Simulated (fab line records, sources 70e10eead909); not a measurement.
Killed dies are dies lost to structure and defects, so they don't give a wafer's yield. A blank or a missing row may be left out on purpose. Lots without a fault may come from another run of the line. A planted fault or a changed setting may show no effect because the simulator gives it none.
Which tool did it? | flow nand_harc | 11 lots, 33 wafers sampled, at 5 steps of a route of 1159

WHAT THE GAUGES READ, wafer by wafer
NHARC_END_SORT_01. Usual: defect_limited_yield 95.6 %, standard deviation 1.6; killed_at_array 26, standard deviation 11; killed_at_other 0.4, standard deviation 0.78; killed_at_periphery 3.4, standard deviation 2.4; killed_dies 29, standard deviation 11; killed_open 3.1, standard deviation 1.9; killed_short 1.9, standard deviation 1.4; sort_bin_2_pct 1.3 %, standard deviation 0.63; sort_bin_3_pct 0.20 %, standard deviation 0.18; sort_bin_4_pct 2.8 %, standard deviation 1.1; sort_n_pass 648, standard deviation 11; sort_rim_yield_pct 95 %, standard deviation 3.4; sort_yield_pct 95.6 %, standard deviation 1.6.
lot  | measured     | on        | defect_limited_yield (%) | killed_at_array | killed_at_other | killed_at_periphery | killed_dies | killed_open | killed_short | sort_bin_2_pct (%) | sort_bin_3_pct (%) | sort_bin_4_pct (%) | sort_n_pass | sort_rim_yield_pct (%) | sort_yield_pct (%) | flag
L897 | day 22 17:01 | prober-02 | 95.6 97.2 95.7           | 27 17 27        | 0 0 0           | 3 2 2               | 30 19 29    | 4 3 4       | 2 2 3        | 0.9 0.9 1.0        | 0 0 0.15           | 3.5 1.9 3.1        | 647 658 648 | 96 93 92               | 95.6 97.2 95.7     |
L900 | day 23 00:46 | prober-01 | 96.9 97.5 96.9           | 16 14 17        | 0 0 0           | 5 3 4               | 21 17 21    | 2 2 8       | 7 3 1        | 1.0 0.6 0.9        | 0.30 0.15 0.15     | 1.8 1.8 2.1        | 656 660 656 | 99 100 94              | 96.9 97.5 96.9     |
L901 | day 23 16:25 | prober-01 | 95.9 96.8 95.9           | 24 19 24        | 0 0 0           | 4 3 4               | 28 22 28    | 1 6 1       | 2 0 1        | 0.3 0.9 0.7        | 0.59 0.15 0        | 3.2 2.2 3.4        | 649 655 649 | 94 99 97               | 95.9 96.8 95.9     |
L904 | day 23 08:41 | prober-02 | 95.6 94.2 97.2           | 28 39 18        | 0 0 0           | 2 0 1               | 30 39 19    | 3 5 1       | 3 1 0        | 1.3 2.5 0.7        | 0.15 0 0           | 3.0 3.2 2.1        | 647 638 658 | 96 97 93               | 95.6 94.2 97.2     |
L908 | day 23 10:12 | prober-01 | 94.5 96.5 95.3           | 37 16 31        | 0 1 0           | 0 7 1               | 37 24 32    | 4 3 3       | 2 1 3        | 1.2 0.6 1.5        | 0.15 0.30 0        | 4.1 2.7 3.2        | 640 653 645 | 96 95 98               | 94.5 96.5 95.3     |
L907 | day 24 01:52 | prober-01 | 94.7 95.9 95.9           | 32 26 22        | 0 0 0           | 4 2 6               | 36 28 28    | 8 3 7       | 2 1 2        | 1.8 1.2 1.3        | 0.30 0.15 0.15     | 3.2 2.8 2.7        | 641 649 649 | 95 100 90              | 94.7 95.9 95.9     |
L905 | day 24 00:25 | prober-02 | 93.5 95.9 91.6           | 43 26 45        | 0 0 1           | 1 2 11              | 44 28 57    | 6 2 3       | 0 1 2        | 1.2 1.2 2.5        | 0.44 0.15 0.15     | 4.9 2.8 5.8        | 633 649 620 | 96 91 94               | 93.5 95.9 91.6     |
L906 | day 24 08:08 | prober-02 | 97.5 97.5 97.5           | 16 14 13        | 0 0 1           | 1 3 3               | 17 17 17    | 2 4 2       | 4 1 0        | 0.4 0.4 1.0        | 0.15 0 0           | 1.9 2.1 1.5        | 660 660 660 | 95 96 96               | 97.5 97.5 97.5     |
L910 | day 24 08:00 | prober-01 | 94.8 93.2 94.2           | 31 44 36        | 0 0 2           | 4 2 1               | 35 46 39    | 1 2 1       | 0 0 1        | 1.5 2.1 1.5        | 0.74 0.30 0.30     | 3.0 4.4 4.0        | 642 631 638 | 85 94 100              | 94.8 93.2 94.2     |
L911 | day 24 23:32 | prober-01 | 93.9 95.6 93.6           | 37 28 40        | 1 0 1           | 3 2 2               | 41 30 43    | 5 2 2       | 1 2 3        | 2.7 1.3 1.9        | 0.30 0.15 0.15     | 3.1 3.0 4.3        | 636 647 634 | 95 92 98               | 93.9 95.6 93.6     |
L917 | day 25 09:01 | prober-01 | 93.9 97.3 95.1           | 34 17 30        | 0 0 1           | 7 1 2               | 41 18 33    | 3 0 0       | 3 2 1        | 1.6 0.9 1.5        | 0.44 0 0.15        | 4.0 1.8 3.2        | 636 659 644 | 98 93 98               | 93.9 97.3 95.1     |

WHICH TOOL RAN EACH LOT (tool, then ch and the chambers of the sampled wafers, then the start)
lot  | NHARC_A_BONDPAD_ETCH_24                       | NHARC_A_BONDPAD_ANNEAL_28        | NHARC_THIN_TSV_EXPOSE_09          | NHARC_THIN_TSV_ETCH_15
L897 | rie_diel-03 ch 0,2, day 18 06:59 or earlier   | rtp_anneal-01 ch 0, day 18 06:59 | krf_scanner-01 ch 0, day 21 15:08 | rie_si-04 ch 0,2, day 21 16:08
L900 | rie_diel-06 ch 0,1,2, day 18 07:56 or earlier | rtp_anneal-01 ch 0, day 18 07:56 | krf_scanner-04 ch 0, day 21 17:40 | rie_si-03 ch 0,2,3, day 21 18:40
L901 | rie_diel-04 ch 0,1,3, day 18 17:07 or earlier | rtp_anneal-02 ch 0, day 18 17:07 | krf_scanner-02 ch 0, day 21 19:56 | rie_si-03 ch 0,1,3, day 21 20:55
L904 | rie_diel-03 ch 1,2,3, day 19 19:58 or earlier | rtp_anneal-01 ch 0, day 19 19:58 | krf_scanner-01 ch 0, day 21 21:14 | rie_si-06 ch 1,2,3, day 21 22:13
L908 | rie_diel-03 ch 1,3, day 20 08:11 or earlier   | rtp_anneal-01 ch 0, day 20 08:11 | krf_scanner-04 ch 0, day 21 23:47 | rie_si-03 ch 0,1,2, day 22 00:46
L907 | rie_diel-06 ch 1,2, day 20 21:22 or earlier   | rtp_anneal-01 ch 0, day 20 21:22 | krf_scanner-02 ch 0, day 22 00:52 | rie_si-06 ch 0,2,3, day 22 01:51
L905 | rie_diel-06 ch 0,2,3, day 20 20:57 or earlier | rtp_anneal-02 ch 0, day 20 20:57 | krf_scanner-01 ch 0, day 22 02:04 | rie_si-04 ch 0,1,2, day 22 03:04
L906 | rie_diel-03 ch 1,2, day 21 05:22              | rtp_anneal-01 ch 0, day 21 06:31 | krf_scanner-04 ch 0, day 22 03:17 | rie_si-03 ch 0,3, day 22 04:17
L910 | rie_diel-04 ch 0,1,3, day 21 09:09 or earlier | rtp_anneal-02 ch 0, day 21 09:09 | krf_scanner-04 ch 0, day 22 04:22 | rie_si-04 ch 0,1,3, day 22 05:21
L911 | rie_diel-03 ch 0,1,2, day 22 06:28 or earlier | rtp_anneal-01 ch 0, day 22 06:28 | krf_scanner-04 ch 0, day 22 20:44 | rie_si-04 ch 0,1, day 22 21:44
L917 | rie_diel-03 ch 1,2,3, day 22 16:59 or earlier | rtp_anneal-02 ch 0, day 22 16:59 | krf_scanner-04 ch 0, day 23 08:28 | rie_si-04 ch 2,3, day 23 09:26
- NHARC_A_BONDPAD_ETCH_24: etches the open film in CF4/N2, target depth 30 nm, time 72.99 s.
- NHARC_A_BONDPAD_ANNEAL_28: time 90 s.
- NHARC_THIN_TSV_EXPOSE_09: exposes mask TSV.
- NHARC_THIN_TSV_ETCH_15: target depth 3000 nm, bosch target overetch cycles 2, bosch etch step 2.8 s.

WHAT THE TOOLS THEMSELVES READ (means of the sampled wafers that have a number; where no wafer has one, the mark that the record gives instead)
NHARC_A_BONDPAD_ETCH_24. Usual: bias_w 99.98 W, standard deviation 0.27; drypump_motor_current_A 5.7 A, standard deviation 0.67; mfc_ar_sccm 150.0 sccm, standard deviation 0.5; oes_product_au 0.996 a.u., standard deviation 0.0099; rf_vpp_V 315.0 V, standard deviation 1.9; showerhead_plenum_p_Torr 2.68 Torr, standard deviation 0.096; throttle_valve_pct 19.794 %, standard deviation 0.0092.
lot  | tool        | bias_w (W) | drypump_motor_current_A (A) | mfc_ar_sccm (sccm) | oes_product_au (a.u.) | rf_vpp_V (V) | showerhead_plenum_p_Torr (Torr) | throttle_valve_pct (%) | flag
L897 | rie_diel-03 | 99.90      | 6.0                         | 149.7              | 0.988                 | 315.1        | 2.70                            | 19.795                 |
L900 | rie_diel-06 | 100.03     | 6.3                         | 150.0              | 1.000                 | 315.1        | 2.68                            | 19.790                 |
L901 | rie_diel-04 | 99.65      | 5.4                         | 149.8              | 0.993                 | 314.8        | 2.65                            | 19.800                 |
L904 | rie_diel-03 | 99.89      | 5.0                         | 149.8              | 0.995                 | 314.5        | 2.67                            | 19.791                 |
L908 | rie_diel-03 | 99.86      | 5.0                         | 149.6              | 0.989                 | 316.3        | 2.73                            | 19.795                 |
L907 | rie_diel-06 | 100.06     | 6.5                         | 150.0              | 0.993                 | 315.2        | 2.69                            | 19.792                 |
L905 | rie_diel-06 | 100.43     | 6.2                         | 150.6              | 1.005                 | 314.9        | 2.71                            | 19.784                 |
L906 | rie_diel-03 | 100.32     | 5.0                         | 149.9              | 0.997                 | 313.3        | 2.60                            | 19.792                 |
L910 | rie_diel-04 | 99.84      | 5.5                         | 150.1              | 1.005                 | 314.8        | 2.65                            | 19.800                 |
L911 | rie_diel-03 | 99.73      | 5.5                         | 149.8              | 0.990                 | 314.8        | 2.67                            | 19.800                 |
L917 | rie_diel-03 | 100.09     | 5.1                         | 150.1              | 0.997                 | 315.2        | 2.67                            | 19.796                 |

NHARC_A_BONDPAD_ANNEAL_28. Usual: anneal_temp_c_max 226.1, standard deviation 0.34; wafer_temp_C_max 225.92, standard deviation 0.27.
lot  | tool          | anneal_temp_c_max | wafer_temp_C_max | flag
L897 | rtp_anneal-01 | 225.7             | 226.16           |
L900 | rtp_anneal-01 | 225.9             | 225.80           |
L901 | rtp_anneal-02 | 226.4             | 225.86           |
L904 | rtp_anneal-01 | 225.8             | 226.21           |
L908 | rtp_anneal-01 | 225.5             | 225.85           |
L907 | rtp_anneal-01 | 225.9             | 226.30           |
L905 | rtp_anneal-02 | 226.3             | 225.95           |
L906 | rtp_anneal-01 | 225.8             | 225.98           |
L910 | rtp_anneal-02 | 226.4             | 225.60           |
L911 | rtp_anneal-01 | 225.6             | 226.17           |
L917 | rtp_anneal-02 | 226.4             | 225.79           |

NHARC_THIN_TSV_EXPOSE_09. Usual: exposure_dose_mJ_cm2 30.70, standard deviation 0.031.
lot  | tool           | exposure_dose_mJ_cm2 | flag
L897 | krf_scanner-01 | 30.74                |
L900 | krf_scanner-04 | 30.71                |
L901 | krf_scanner-02 | 30.69                |
L904 | krf_scanner-01 | 30.68                |
L908 | krf_scanner-04 | 30.74                |
L907 | krf_scanner-02 | 30.70                |
L905 | krf_scanner-01 | 30.68                |
L906 | krf_scanner-04 | 30.65                |
L910 | krf_scanner-04 | 31.24                | OFF
L911 | krf_scanner-04 | 31.28                | OFF
L917 | krf_scanner-04 | 31.29                | OFF

NHARC_THIN_TSV_ETCH_15. Usual: drypump_motor_current_A 6.1 A, standard deviation 0.47; he_backside_leak_sccm 2.59 sccm, standard deviation 0.25.
lot  | tool      | drypump_motor_current_A (A) | he_backside_leak_sccm (sccm) | flag
L897 | rie_si-04 | 6.1                         | 2.36                         |
L900 | rie_si-03 | 6.3                         | 2.65                         |
L901 | rie_si-03 | 6.1                         | 2.61                         |
L904 | rie_si-06 | 5.9                         | 2.51                         |
L908 | rie_si-03 | 5.9                         | 2.44                         |
L907 | rie_si-06 | 5.7                         | 2.52                         |
L905 | rie_si-04 | 6.1                         | 2.45                         |
L906 | rie_si-03 | 6.5                         | 2.73                         |
L910 | rie_si-04 | 6.5                         | 2.66                         |
L911 | rie_si-04 | 6.5                         | 2.39                         |
L917 | rie_si-04 | 6.2                         | 2.80                         |

THE ANSWER, worked out from the rows above alone
Rule: a lot is off if the mean of its wafers that have a number lies more than 3 standard deviations from the usual mean. A lot without any number at a reading at which 4 lots or more have one is off too. The other lots that the step has rows for count as sound. The gauges are gone through in route order, then the tools' own readings, and for those a lot's mean is taken as printed above. The first step at which some lot is off is used, and at that step the reading that is off furthest; a lot without a number counts as furthest.
Off: L910, L911, L917, at NHARC_THIN_TSV_EXPOSE_09 (exposure_dose_mJ_cm2).
A tool fits if, at that step or a process step before it, it ran every lot that is off, and no sound lot after the first of them. NHARC_A_BONDPAD_ETCH_24 gives no start for some lots, so the hours and the order of its lots are those of NHARC_A_BONDPAD_ANNEAL_28. One fits: krf_scanner-04 at NHARC_THIN_TSV_EXPOSE_09. Its last sound lot is L906 (day 22 03:17), its first lot that is off L910 (day 22 04:22): a fault that began between those two fits.
The tool's own readings at NHARC_THIN_TSV_EXPOSE_09 bear it out: on the lots that are off they differ by more than 5 times the standard deviation of the sound lots' means. exposure_dose_mJ_cm2 reads 31.27 there against 30.70 on the sound lots.

WHAT THE SIMULATOR HAD PUT IN
Process parameter drift: krf_scanner-04, from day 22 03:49 on, at NHARC_THIN_TSV_EXPOSE_09. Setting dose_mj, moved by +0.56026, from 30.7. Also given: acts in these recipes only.
Lots struck among those shown: L910, L911, L917. The rule above found the same.
